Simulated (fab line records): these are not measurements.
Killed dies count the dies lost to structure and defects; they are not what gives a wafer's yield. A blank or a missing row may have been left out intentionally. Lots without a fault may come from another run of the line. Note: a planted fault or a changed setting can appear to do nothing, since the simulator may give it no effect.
Matching of chambers || flow n5 finfet || N5_MOL_CONTACT_COAG_ETCH_15 on rie diel-05 has 4 sister chambers
The step etches SiNx in CH3F/O2, stops on Si:P, target depth 7 nm. 4 wafers are shown with their chamber, then 8 later ones without.

WAFERS WITH THEIR CHAMBER
{"wafer": "L083.5", "chamber": 1, "drypump motor current A (A)": 5.4}
{"wafer": "L090.4", "chamber": 2, "drypump motor current A (A)": 6.3}
{"wafer": "L090.5", "chamber": 0, "drypump motor current A (A)": 5.2}
{"wafer": "L092.1", "chamber": 3, "drypump motor current A (A)": 4.8}

WAFERS WITHOUT THEIR CHAMBER
{"wafer": "L092.4", "drypump motor current A (A)": 5.2}
{"wafer": "L092.6", "drypump motor current A (A)": 4.8}
{"wafer": "L095.1", "drypump motor current A (A)": 5.2}
{"wafer": "L095.5", "drypump motor current A (A)": 5.2}
{"wafer": "L095.6", "drypump motor current A (A)": 5.4}
{"wafer": "L097.3", "drypump motor current A (A)": 5.4}
{"wafer": "L097.4", "drypump motor current A (A)": 6.2}
{"wafer": "L097.6", "drypump motor current A (A)": 5.4}

CHAMBER TAKEN BY EACH
{"wafer": "L092.4", "from the rows above": 0, "in truth": 0}
{"wafer": "L092.6", "from the rows above": 3, "in truth": 3}
{"wafer": "L095.1", "from the rows above": 0, "in truth": 0}
{"wafer": "L095.5", "from the rows above": 0, "in truth": 0}
{"wafer": "L095.6", "from the rows above": 1, "in truth": 1}
{"wafer": "L097.3", "from the rows above": 1, "in truth": 1}
{"wafer": "L097.4", "from the rows above": 2, "in truth": 2}
{"wafer": "L097.6", "from the rows above": 1, "in truth": 1}
8 of 8 placed correctly. Number that these rows cannot place: 0. Placed wrongly: 0.
How it was worked out, from the rows above alone: a wafer's distance from a chamber is the root of the sum, over the readings, of the square of ((its reading less the chamber's mean) divided by the reading's scatter). The wafer belongs to the nearest chamber; if the next one is less than 2 further off, it can't be placed. The mean given for a chamber averages the wafers shown for that chamber. The scatter: root of mean squared gap, hidden wafer to nearest shown wafer, with one shown wafer a chamber.
